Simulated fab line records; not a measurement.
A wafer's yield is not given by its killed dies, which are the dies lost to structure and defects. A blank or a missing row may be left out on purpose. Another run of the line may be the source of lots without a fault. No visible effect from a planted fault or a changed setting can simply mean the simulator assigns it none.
A struck lot beside a sound one -- flow n5 finfet -- 16 out of 1938 route steps
Sound: these wafers, L749.2, L749.4, L749.5. Struck: wafer L751.2. (L751.3, L751.6 of the same lot were not struck and are left out.) The cause comes at the end.
For every step that has rows: the tool of each side, followed by ch and its chambers, followed by its first start. Under that, the readings that differ: sound wafers -- struck wafers -- difference of the means -- sigmas: that difference in standard deviations of wafers without a fault.
alike: readings whose means differ by less than 2 such deviations, and words and numbers that are the same on both sides. not compared: withheld readings, readings that some wafer has no value for, bounds like >300 that may hide the same value, and numbers for which the record gives no deviation and whose values overlap.
The two part at a step that has a row with sigmas, a row that says differs or no value, or rows on one side only. Numbers that don't overlap but have no deviation are shown without sigmas and don't part them. A reading that every wafer of one side lacks parts them only if that side has two wafers or more.

first, 4 steps without rows for these wafers: N5_BEOL_M9_HM_STRIP_39 (strips TiN in peroxide tin strip, target depth 25 nm, time 158 s); N5_BEOL_M9_SRD_40 (time 30 s); N5_BEOL_M9_PRECLEAN_42 (cleans in residue remover, time 60 s); N5_BEOL_M9_SRD_43 (time 30 s).
N5_BEOL_M9_CD_MEAS_35: target cd 70 nm, target cd y 40 nm.
  sound on cd sem-02 at day 12 21:16; struck on cd sem-02 at day 13 13:43
reading,sound,struck,difference,sigmas
cd nm (nm),70.1 69.3 69.5,71.3,+1.7,+3
N5_BEOL_M9_CURE_72: cures SiCOH lowk, time 120 s.
  sound on uv cure-02 ch 0, day 12 21:21; struck on uv cure-02 ch 1, day 13 13:49
  alike: lamp power pct, wafer_temp_C_max
then, 1 step without rows for these wafers: N5_BEOL_M9_DEGAS_44 (time 60 s).
N5_BEOL_M9_PRE_CLEAN_45: time 30 s.
  sound on pvd sputter-03 at day 12 21:47; struck on pvd sputter-01 at day 13 14:34
  alike: heater power w
then, 1 step without rows for these wafers: N5_BEOL_M9_ALD_74 (deposits TaN, target thk 2 nm, pulse time 2 s, purge time 3 s).
N5_BEOL_M9_SURFACE_TREAT_79:
  sound on pvd sputter-01 at day 12 22:16; struck on pvd sputter-01 at day 13 15:01
  not compared: throttle valve pct
then, 1 step without rows for these wafers: N5_BEOL_M9_CVD_78 (deposits Co from CCTBA/H2, target thk 2 nm, time 138.9 s).
N5_BEOL_M9_SPUTTER_48: material Cu, target thk 12 nm, time 2 s.
  sound on pvd sputter-02 at day 12 22:57; struck on pvd sputter-03 at day 13 15:31
reading,sound,struck,difference,sigmas
cathode dc power W (W),26004 26004 26002,25991,-12,-3
  alike: throttle valve pct
N5_BEOL_M9_ECD_50: material Cu, target thk 318 nm.
  sound on ecd cu-02 ch 0,1, day 12 23:04; struck on ecd cu-01 ch 1, day 13 15:40
reading,sound,struck,difference,sigmas
model.Cu_of_BEOL_M9_ECD_50.thk nm (nm),316.4 314.6 320.6,207.4,-109.8,
N5_BEOL_M9_ANNEAL_51: time 90 s.
  sound on rtp anneal-01 ch 0, day 12 23:14; struck on rtp anneal-02 ch 0, day 13 16:01
reading,sound,struck,difference,sigmas
wafer_temp_C_max,225.65 225.84 225.96,226.60,+0.78,+3
N5_BEOL_M9_CMP_52: polishes, stops on SiCOH lowk, t overpolish 7 s, target thk 140 nm.
  sound on cmp-01 ch 1,2, day 12 23:34; struck on cmp-04 ch 0, day 13 16:21
reading,sound,struck,difference,sigmas
slurry filter dp kPa (kPa),13.52 13.18 13.44,13.72,+0.34,+2
time to endpoint s (s),67 65 66,39,-27,-8
  alike: motor current A
N5_BEOL_M9_THK_MEAS_53: measures by xrf.
  sound on film metro-01 at day 12 23:51; struck on film metro-01 at day 13 16:34
  alike: M9_THK

WHERE THEY PART
Earliest at N5_BEOL_M9_CD_MEAS_35; latest, in this record, at N5_BEOL_M9_CMP_52. Later steps at which nothing parts them and some readings are alike: N5_BEOL_M9_THK_MEAS_53.

WHY: what the simulator had put in
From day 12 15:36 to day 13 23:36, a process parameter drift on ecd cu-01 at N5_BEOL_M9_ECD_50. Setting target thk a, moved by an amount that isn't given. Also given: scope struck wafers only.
